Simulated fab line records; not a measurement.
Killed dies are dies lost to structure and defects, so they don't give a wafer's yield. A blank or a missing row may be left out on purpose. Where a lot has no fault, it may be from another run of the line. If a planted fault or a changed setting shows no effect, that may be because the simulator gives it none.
A lot that was struck, set against a sound lot    flow nand_harc    15 out of 1302 route steps
Sound: these wafers, L463.2, L463.3, L463.6. The struck wafers were L467.1, L467.2, L467.5. Last of all comes the cause.
Each step with rows lists, per side, the tool, then ch with its chambers, then its first start. Under that, the readings that differ: sound wafers    struck wafers    difference of the means    sigmas: that difference in standard deviations of wafers without a fault.
alike: a reading whose means differ by less than 2 such deviations, as well as words and numbers matching on both sides. not compared: withheld readings; readings where some wafer has no value; bounds like >300 that might hide an equal value; numbers whose values overlap and for which the record gives no deviation.
Wherever a step has rows on one side only, a row that says differs or no value, or a row with sigmas, the two part there. Numbers that don't overlap but have no deviation are shown without sigmas and don't part them. A reading missing from all wafers of one side parts the sides only when that side holds two or more wafers.

NHARC_A_CONTACT_ETCH_112: etches the open film in C4F8/O2/Ar, time 190 s, target depth 1850 nm.
  sound on har_cap_etch-02 ch 1, day 25 21:35; struck on har_cap_etch-03 ch 0,1, day 27 18:58
  alike: chamber_pressure_mTorr, oes_air_line_au
  not compared: rf_hours_counter_h
then, 3 steps without rows for these wafers: NHARC_A_CONTACT_ETCH_113 (etches the open film in C4F8/O2/Ar, time 190 s, target depth 1850 nm); NHARC_A_CONTACT_ETCH_114 (etches the open film in C4F8/O2/Ar, time 190 s, target depth 1850 nm); NHARC_A_CONTACT_ETCH_115 (etches the open film in C4F8/O2/Ar, time 190 s, target depth 1850 nm).
NHARC_A_CONTACT_ETCH_116: etches the open film in C4F8/O2/Ar, time 190 s, target depth 1850 nm.
  sound on har_cap_etch-02 ch 1, day 25 22:16; struck on har_cap_etch-03 ch 0,1, day 27 19:39
  alike: chamber_pressure_mTorr, oes_air_line_au
  not compared: rf_hours_counter_h
NHARC_A_CONTACT_ETCH_117: etches the open film in C4F8/O2/Ar, time 190 s, target depth 1850 nm.
  sound on har_cap_etch-02 ch 1, day 25 22:26; struck on har_cap_etch-03 ch 0,1, day 27 19:49
  alike: chamber_pressure_mTorr, oes_air_line_au
  not compared: rf_hours_counter_h
then, 3 steps without rows for these wafers: NHARC_A_CONTACT_ETCH_118 (etches the open film in C4F8/O2/Ar, time 190 s, target depth 1850 nm); NHARC_A_CONTACT_ETCH_119 (etches the open film in C4F8/O2/Ar, time 190 s, target depth 1850 nm); NHARC_A_CONTACT_ETCH_120 (etches the open film in C4F8/O2/Ar, time 190 s, target depth 1850 nm).
NHARC_A_CONTACT_ETCH_121: etches the open film in C4F8/O2/Ar, time 190 s, target depth 1850 nm.
  sound on har_cap_etch-02 ch 1, day 25 23:08; struck on har_cap_etch-03 ch 0,1, day 27 20:30
  alike: chamber_pressure_mTorr, oes_air_line_au
  not compared: rf_hours_counter_h
NHARC_A_CONTACT_ETCH_122: etches the open film in C4F8/O2/Ar, time 190 s, target depth 1850 nm.
  sound on har_cap_etch-02 ch 1, day 25 23:17; struck on har_cap_etch-03 ch 0,1, day 27 20:40
  alike: chamber_pressure_mTorr, oes_air_line_au
  not compared: rf_hours_counter_h
then, 1 step without rows for these wafers: NHARC_A_CONTACT_ETCH_123 (etches the open film in C4F8/O2/Ar, time 490 s, target depth 2110 nm).
NHARC_A_CONTACT_ETCH_90: etches the open film in CH3F/O2, target depth 40 nm, time 85.7 s.
  sound on rie_diel-04 ch 0,1,3, day 26 00:26; struck on rie_diel-04 ch 2,3, day 27 21:50
  no value came back on the struck wafers for any of 9 readings (bias_w (W), ch3f_flow_sccm (sccm) and others); on the sound wafers bias_w (W) reads 99.99 100.10 99.87
  not compared: rf_hours_counter_h
then, 1 step without rows for these wafers: NHARC_A_CONTACT_ETCH_96 (etches the open film in C4F6/O2, target depth 20 nm, time 10 s).
-- jump in the record: it breaks off in module A_CONTACT and resumes in module END (first step shown: number 1302 of the route), and 3 days separate the struck wafers' starts before and after --
NHARC_END_SORT_01:
  only the struck wafers appear in the record here, on prober-01 ch 0 at day 30 12:13; the sound ones have no rows

== WHERE THEY PART ==
Last at NHARC_END_SORT_01 as far as this record goes, first at NHARC_A_CONTACT_ETCH_90.

WHY: whatever the simulator had introduced
At NHARC_A_CONTACT_ETCH_90, the step was skipped entirely on rie_diel-04 from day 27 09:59 on. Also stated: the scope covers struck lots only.
